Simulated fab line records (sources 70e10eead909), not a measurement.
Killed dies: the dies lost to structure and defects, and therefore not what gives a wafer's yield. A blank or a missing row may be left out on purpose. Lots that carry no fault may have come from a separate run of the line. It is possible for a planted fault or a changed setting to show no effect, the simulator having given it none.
Which tool is to blame? + flow nand-harc + 18 wafers sampled from 6 lots at 1 step of a route of 1302

WHAT EACH GAUGE READ, for each wafer
NHARC_A_SOURCE_PLATE_THK_MEAS_09: measures by ellipsometry.
| lot  | measured     | on            | thk-nm (nm)   |
|------|--------------|---------------|---------------|
| L545 | day 7 12:33  | film-metro-01 | 9.0 11.6 9.4  |
| L551 | day 9 17:55  | film-metro-02 | 11.1 10.3 9.6 |
| L554 | day 11 14:56 | film-metro-02 | 11.3 9.9 10.1 |
| L559 | day 13 06:47 | film-metro-02 | 9.2 10.7 9.7  |
| L560 | day 14 01:26 | film-metro-02 | 11.0 9.6 10.7 |
| L563 | day 14 23:43 | film-metro-02 | 9.3 9.8 10.9  |

WHICH TOOL RAN EACH LOT (tool, then ch and the chambers of the sampled wafers, then the start)
The record holds no process step before these readings.

THE ANSWER, worked out from the rows above alone
Rule: the usual values come from the lots themselves. Put in order of their means at a reading, lots are off if they are a third of the lots or fewer, leave a main group of 4 or more, and stand apart from it by a gap of 3 or more times the standard deviation of the main group's means; of several such gaps the widest counts. A main group whose means are all the same, to the digits that the tables above print for the reading, isn't used. Also off: a lot with no number at a reading for which 4 or more lots have one. Where the step has rows for the other lots, those lots are counted as sound.
No lot is off at any reading shown: from this, nothing can be told.

WHAT THE SIMULATOR HAD INSERTED
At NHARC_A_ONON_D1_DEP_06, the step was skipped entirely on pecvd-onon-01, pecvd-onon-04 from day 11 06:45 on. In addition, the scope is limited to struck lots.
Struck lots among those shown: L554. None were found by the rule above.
